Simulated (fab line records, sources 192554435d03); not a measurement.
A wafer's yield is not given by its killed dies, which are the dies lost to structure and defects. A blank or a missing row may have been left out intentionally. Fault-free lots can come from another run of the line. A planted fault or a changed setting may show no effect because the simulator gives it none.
Lot-split experiment || flow n5-finfet || 7 lots, 21 wafers read, on a route of 1938 steps

## ABOUT THE SPLIT
At N5_DUMMY_GATE_PECVD_30 (deposits SiO2 from TEOS/O2, target thk 55 nm, time 10.8 s), the setting time-s was moved away from the recipe's 10.8 s on 5 of the 21 wafers read, by -10.8% to +11.1%. All remaining wafers had this setting at the recipe value.

## FROM THE SPLIT TO THE READING: what the file shows between them, 5 steps
- N5_DUMMY_GATE_COAT_28: time 60 s, resist thk 10 nm (also split here: spin-rpm)
- N5_DUMMY_GATE_COAT_09: resist thk 30 nm
- N5_DUMMY_GATE_EBR_11
- N5_DUMMY_GATE_ETCH_31: etches SiO2 in C4F6/O2, target depth 82.5 nm, time 27.5 s
- N5_DUMMY_GATE_STRIP_41: strips in O2

## THE READING
SiO2_of_DUMMY_GATE_PECVD_30.thk-nm (the simulator's own value, which no gauge read), in nm, at N5_DUMMY_GATE_HM_OPEN_21 (chemistry CH3F/O2, target SiNx, target depth 120 nm, time 171.4 s). The file gives no usual value for it. Across the 16 wafers here that went through the recipe, the average is 45.3 nm and the standard deviation 0.79 nm.

{"wafer": "L077.3", "tool, chamber at the split": "pecvd-01, 0", "time-s as run, s": 10.8, "against the recipe": "recipe", "SiO2_of_DUMMY_GATE_PECVD_30.thk-nm, nm": 45.6, "against lot-mates on the recipe": "-"}
{"wafer": "L077.4", "tool, chamber at the split": "pecvd-01, 1,0", "time-s as run, s": 10.8, "against the recipe": "recipe", "SiO2_of_DUMMY_GATE_PECVD_30.thk-nm, nm": 46.8, "against lot-mates on the recipe": "-"}
{"wafer": "L077.5", "tool, chamber at the split": "pecvd-01, 1,0", "time-s as run, s": 10.8, "against the recipe": "recipe", "SiO2_of_DUMMY_GATE_PECVD_30.thk-nm, nm": 46.8, "against lot-mates on the recipe": "-"}
{"wafer": "L078.2", "tool, chamber at the split": "pecvd-01, 1", "time-s as run, s": 10.8, "against the recipe": "recipe", "SiO2_of_DUMMY_GATE_PECVD_30.thk-nm, nm": 44.6, "against lot-mates on the recipe": "-"}
{"wafer": "L078.5", "tool, chamber at the split": "pecvd-01, 0", "time-s as run, s": 9.891, "against the recipe": "-8.4%", "SiO2_of_DUMMY_GATE_PECVD_30.thk-nm, nm": 41.6, "against lot-mates on the recipe": -3.5}
{"wafer": "L078.6", "tool, chamber at the split": "pecvd-01, 2", "time-s as run, s": 10.8, "against the recipe": "recipe", "SiO2_of_DUMMY_GATE_PECVD_30.thk-nm, nm": 45.6, "against lot-mates on the recipe": "-"}
{"wafer": "L082.1", "tool, chamber at the split": "pecvd-03, 2", "time-s as run, s": 10.8, "against the recipe": "recipe", "SiO2_of_DUMMY_GATE_PECVD_30.thk-nm, nm": 44.4, "against lot-mates on the recipe": "-"}
{"wafer": "L082.2", "tool, chamber at the split": "pecvd-03, 1", "time-s as run, s": 9.634, "against the recipe": "-10.8%", "SiO2_of_DUMMY_GATE_PECVD_30.thk-nm, nm": 39, "against lot-mates on the recipe": -5.3}
{"wafer": "L082.5", "tool, chamber at the split": "pecvd-03, 2", "time-s as run, s": 10.8, "against the recipe": "recipe", "SiO2_of_DUMMY_GATE_PECVD_30.thk-nm, nm": 44.2, "against lot-mates on the recipe": "-"}
{"wafer": "L090.1", "tool, chamber at the split": "pecvd-04, 2", "time-s as run, s": 10.8, "against the recipe": "recipe", "SiO2_of_DUMMY_GATE_PECVD_30.thk-nm, nm": 44.6, "against lot-mates on the recipe": "-"}
{"wafer": "L090.3", "tool, chamber at the split": "pecvd-04, 0", "time-s as run, s": 10.8, "against the recipe": "recipe", "SiO2_of_DUMMY_GATE_PECVD_30.thk-nm, nm": 44.4, "against lot-mates on the recipe": "-"}
{"wafer": "L090.6", "tool, chamber at the split": "pecvd-04, 0", "time-s as run, s": 10.8, "against the recipe": "recipe", "SiO2_of_DUMMY_GATE_PECVD_30.thk-nm, nm": 45.8, "against lot-mates on the recipe": "-"}
{"wafer": "L091.1", "tool, chamber at the split": "pecvd-03, 2", "time-s as run, s": 10.8, "against the recipe": "recipe", "SiO2_of_DUMMY_GATE_PECVD_30.thk-nm, nm": 44.8, "against lot-mates on the recipe": "-"}
{"wafer": "L091.3", "tool, chamber at the split": "pecvd-03, 1", "time-s as run, s": 11.78, "against the recipe": "+9.1%", "SiO2_of_DUMMY_GATE_PECVD_30.thk-nm, nm": 50, "against lot-mates on the recipe": "+5.2"}
{"wafer": "L091.4", "tool, chamber at the split": "pecvd-03, 2", "time-s as run, s": 11.78, "against the recipe": "+9.1%", "SiO2_of_DUMMY_GATE_PECVD_30.thk-nm, nm": 50.6, "against lot-mates on the recipe": "+5.8"}
{"wafer": "L095.1", "tool, chamber at the split": "pecvd-01, 2", "time-s as run, s": 12, "against the recipe": "+11.1%", "SiO2_of_DUMMY_GATE_PECVD_30.thk-nm, nm": 50.8, "against lot-mates on the recipe": "+5.2"}
{"wafer": "L095.3", "tool, chamber at the split": "pecvd-01, 1", "time-s as run, s": 10.8, "against the recipe": "recipe", "SiO2_of_DUMMY_GATE_PECVD_30.thk-nm, nm": 45.2, "against lot-mates on the recipe": "-"}
{"wafer": "L095.5", "tool, chamber at the split": "pecvd-01, 0", "time-s as run, s": 10.8, "against the recipe": "recipe", "SiO2_of_DUMMY_GATE_PECVD_30.thk-nm, nm": 46, "against lot-mates on the recipe": "-"}
{"wafer": "L097.1", "tool, chamber at the split": "pecvd-04, 2", "time-s as run, s": 10.8, "against the recipe": "recipe", "SiO2_of_DUMMY_GATE_PECVD_30.thk-nm, nm": 44.8, "against lot-mates on the recipe": "-"}
{"wafer": "L097.2", "tool, chamber at the split": "pecvd-04, 1", "time-s as run, s": 10.8, "against the recipe": "recipe", "SiO2_of_DUMMY_GATE_PECVD_30.thk-nm, nm": 45.4, "against lot-mates on the recipe": "-"}
{"wafer": "L097.4", "tool, chamber at the split": "pecvd-04, 2", "time-s as run, s": 10.8, "against the recipe": "recipe", "SiO2_of_DUMMY_GATE_PECVD_30.thk-nm, nm": 45.8, "against lot-mates on the recipe": "-"}
If several chambers appear in one row, that row covers several wafers at once and the file leaves open which wafer was in which chamber.

THE FIT
A straight line over all 21 wafers: SiO2_of_DUMMY_GATE_PECVD_30.thk-nm changes by +0.528 nm for each +1% of time-s; r = +0.96; the points scatter about the line by 0.77 nm.
The same after taking each lot's own level away (the mean of its wafers on the recipe; 21 wafers): +0.511 nm for each +1%; r = +0.98; scatter 0.55 nm.
The reading moves by 5.7 nm for the largest change in time-s, on that fit.
The lots' own levels span 44.30 to 46.40 nm, that is 2.7 times the standard deviation above.
So the lot-to-lot level changes the slope little: the two slopes agree.
Check: +6.03 nm against its lot-mates is what the line predicts for one of the wafers moved furthest among these (+11.1%) when that wafer is left out of the fit. It came out at +5.2 nm against them.

## OTHER SPLITS ON THESE WAFERS
Other splits were also applied to these wafers ahead of the reading. Each is held against what the fit with the lots' levels taken away leaves over:
{"other split on the same wafers": "N5_ZERO_LAYER_ETCH_18 icp-w", "wafers away from the commonest value": 9, "r with SiO2_of_DUMMY_GATE_PECVD_30.thk-nm (lot level and that fit taken away)": "+0.08"}
{"other split on the same wafers": "N5_FIN_SAQP_ETCH_52 source-w", "wafers away from the commonest value": 8, "r with SiO2_of_DUMMY_GATE_PECVD_30.thk-nm (lot level and that fit taken away)": -0.05}
{"other split on the same wafers": "N5_STI_FIN_REVEAL_ETCHBACK_08 time-s", "wafers away from the commonest value": 5, "r with SiO2_of_DUMMY_GATE_PECVD_30.thk-nm (lot level and that fit taken away)": "+0.31"}
{"other split on the same wafers": "N5_DUMMY_GATE_COAT_28 spin-rpm", "wafers away from the commonest value": 6, "r with SiO2_of_DUMMY_GATE_PECVD_30.thk-nm (lot level and that fit taken away)": -0.08}

## THE WHOLE CHAIN: every reading that the file lists as answering this split, in the file's order
{"step": "N5_DUMMY_GATE_PECVD_30", "what it does": "deposits SiO2 from TEOS/O2, target thk 55 nm, time 10.8 s", "reading": "SiO2_of_DUMMY_GATE_PECVD_30.thk-nm (the simulator's own value, which no gauge read)", "change (the file's fit)": "+0.5 nm for each +1% of the setting", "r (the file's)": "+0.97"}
{"step": "N5_DUMMY_GATE_HM_OPEN_21", "what it does": "chemistry CH3F/O2, target SiNx, target depth 120 nm, time 171.4 s", "reading": "SiO2_of_DUMMY_GATE_PECVD_30.thk-nm (the simulator's own value, which no gauge read)", "change (the file's fit)": "+0.494 nm for each +1% of the setting", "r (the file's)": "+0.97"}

## THE FILE'S OWN FIT
SiO2_of_DUMMY_GATE_PECVD_30.thk-nm changes by +0.494 nm for each +1% of time-s, r = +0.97.
